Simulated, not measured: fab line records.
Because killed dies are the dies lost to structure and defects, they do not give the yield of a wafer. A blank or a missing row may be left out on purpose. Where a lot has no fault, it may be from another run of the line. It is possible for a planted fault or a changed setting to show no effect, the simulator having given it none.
A struck lot beside a sound one	flow n5-finfet	14 out of 1938 route steps
Sound: these wafers, L275.2, L275.4, L275.5. Wafers struck: L280.3, L280.4, L280.6. The cause is given at the end.
Order at every step that has rows: each side's tool, ch and its chambers, its first start. Under that, the readings that differ: sound wafers	struck wafers	difference of the means	sigmas: that difference in standard deviations of wafers without a fault.
alike: a reading whose means differ by less than 2 such deviations, as well as words and numbers matching on both sides. not compared: withheld readings; readings where some wafer has no value; bounds like >300 that might hide an equal value; numbers whose values overlap and for which the record gives no deviation.
Wherever a step has rows on one side only, a row that says differs or no value, or a row with sigmas, the two part there. Non-overlapping numbers with no deviation appear without sigmas and do not part them. A reading that every wafer of one side lacks parts them only if that side has two wafers or more.

first, 2 steps without rows for these wafers: N5_BEOL_M5_STRIP_63 (strips in N2/H2); N5_BEOL_M5_STRIP_73 (strips in N2/H2).
N5_BEOL_M5_STRIP_64: strips in CF4.
  sound on rie-diel-01 ch 0,1,3, day 9 13:17; struck on rie-diel-02 ch 0,1,3, day 11 04:59
  alike: drypump-motor-current-A, oes-product-au, rf-vpp-V, showerhead-plenum-p-Torr, throttle-valve-pct
  not compared: rf-hours-counter-h
N5_BEOL_M5_HM_OPEN_17: chemistry Cl2/BCl3, target TiN, target depth 20 nm, overetch 6 nm.
  sound on rie-metal-03 ch 0,1, day 9 13:20; struck on rie-metal-01 ch 0,1, day 11 05:03
  alike: bcl3-flow-sccm, bias-w, drypump-motor-current-A, oes-product-au, throttle-valve-pct
  not compared: rf-hours-counter-h
N5_BEOL_M5_STRIP_19: strips in O2.
  sound on rie-diel-01 ch 1,2,3, day 9 13:40; struck on rie-diel-02 ch 0,3, day 11 05:10
  alike: drypump-motor-current-A, oes-product-au, rf-vpp-V, showerhead-plenum-p-Torr, throttle-valve-pct
  not compared: rf-hours-counter-h
N5_BEOL_M5_CD_MEAS_18: pitch 56 nm, target cd 28 nm.
  sound on cd-sem-01 at day 9 13:44; struck on cd-sem-02 at day 11 05:14
  alike: cd-nm
then, 6 steps without rows for these wafers: N5_BEOL_M5_COAT_65 (time 60 s, resist thk 60 nm); N5_BEOL_M5_COAT_66 (time 60 s, resist thk 12 nm); N5_BEOL_M5_COAT_74 (time 60 s, resist thk 5 nm); N5_BEOL_M5_COAT_22 (resist thk 30 nm); N5_BEOL_M5_EBR_24; N5_BEOL_M5_SOFTBAKE_23 (time 60 s).
N5_BEOL_M5_EXPOSE_25: exposes mask V4, defocus 10 nm.
  struck on euv-scanner-01, day 11 05:25; sound on euv-scanner-01 ch 0, day 9 13:56
  no value came back on the struck wafers for dipole-opening-deg (degrees), exposure-dose-mJ-cm2, reticle-temp-C (C); on the sound wafers dipole-opening-deg (degrees) reads 60 60 60
  alike: mask
then, 1 step without rows for these wafers: N5_BEOL_M5_PEB_26 (peb time 60 s).

WHERE THEY PART
N5_BEOL_M5_EXPOSE_25 only, going by this record.

WHY: what the simulator had put in
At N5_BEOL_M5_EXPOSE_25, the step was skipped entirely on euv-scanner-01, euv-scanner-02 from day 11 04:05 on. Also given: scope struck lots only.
